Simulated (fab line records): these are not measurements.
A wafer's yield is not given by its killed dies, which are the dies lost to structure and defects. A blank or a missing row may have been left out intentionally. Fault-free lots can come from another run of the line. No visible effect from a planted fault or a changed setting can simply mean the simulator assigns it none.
The same fault as seen by 2 desks + flow nand-harc + numbers are kept per desk, each desk with only its own; the story behind them comes last

== THE METROLOGY DESK ==
What the gauges read for every lot (on any tool): the sampled wafers with a number, averaged. The brackets show how far a lot's mean lies from the usual mean; more than 4 standard deviations puts the lot out of limits, marked OUT.
Columns: A = thk-nm at NHARC_A_ONON_D1_THK_MEAS_30, usual 1002 nm
| lot  | first seen here | A             |
|------|-----------------|---------------|
| L883 | day 8 10:16     | 1006          |
| L884 | day 8 14:21     | 1007          |
| L885 | day 8 21:53     | 1019          |
| L886 | day 9 05:46     | 1002          |
| L888 | day 10 04:44    | 1012          |
| L890 | day 11 11:56    | 998           |
| L891 | day 12 08:25    | 796 (-21) OUT |
| L893 | day 12 08:33    | 1012          |
| L892 | day 12 08:46    | 862 (-14) OUT |
| L894 | day 13 00:11    | 775 (-23) OUT |
| L898 | day 14 08:38    | 1017          |
| L900 | day 15 12:22    | 993           |
| L901 | day 15 21:35    | 1013          |
| L902 | day 15 21:35    | 1004          |
| L903 | day 16 18:11    | 998           |
This desk's finding: out of limits on L891, L892, L894; first on L891, day 12 08:25 (thk-nm at NHARC_A_ONON_D1_THK_MEAS_30). L883, L884, L885, L886, L888, L890, L893, L898, L900, L901, L902, L903: within limits.

== THE DEFECT DESK ==
Counts from the inspections along the route, per lot, as means over the sampled wafers that have a number. The brackets show how far a lot's mean lies from the usual mean; more than 4 standard deviations puts the lot out of limits, marked OUT.
Columns: A = raw-defect-count at NHARC_A_START_INSPECT_01, usual 3.6
| lot  | first seen here | A   |
|------|-----------------|-----|
| L883 | day 6 20:47     | 3.3 |
| L884 | day 7 02:02     | 3.3 |
| L885 | day 7 08:14     | 3.0 |
| L886 | day 7 18:40     | 2.7 |
| L888 | day 8 16:49     | 4.3 |
| L890 | day 9 18:12     | 4.3 |
| L891 | day 10 16:57    | 3.0 |
| L892 | day 10 17:37    | 3.0 |
| L893 | day 10 18:33    | 4.0 |
| L894 | day 11 09:11    | 2.0 |
| L898 | day 12 20:10    | 4.3 |
| L900 | day 13 18:40    | 4.3 |
| L902 | day 14 10:24    | 3.0 |
| L901 | day 14 11:04    | 4.0 |
| L903 | day 15 06:49    | 4.7 |
This desk found nothing out of limits on any of the 15 lots.

== PUT TOGETHER ==
At day 12 08:25 the metrology desk could have sounded an alarm, on L891, L892, L894.
No out-of-limits result turned up at the defect desk.
The defect desk has L891, L892, L894 on record, within its limits.
Of the lots named, all ran NHARC_A_ONON_D1_DEP_28 on pecvd-onon-03.

== WHAT THE SIMULATOR PUT IN ==
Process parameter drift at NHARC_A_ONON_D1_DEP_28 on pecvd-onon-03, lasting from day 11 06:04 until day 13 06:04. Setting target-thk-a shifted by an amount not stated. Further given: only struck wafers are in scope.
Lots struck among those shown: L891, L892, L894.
Time in hours between the start of the fault and the first out-of-limits reading at each desk: metrology desk, 26.
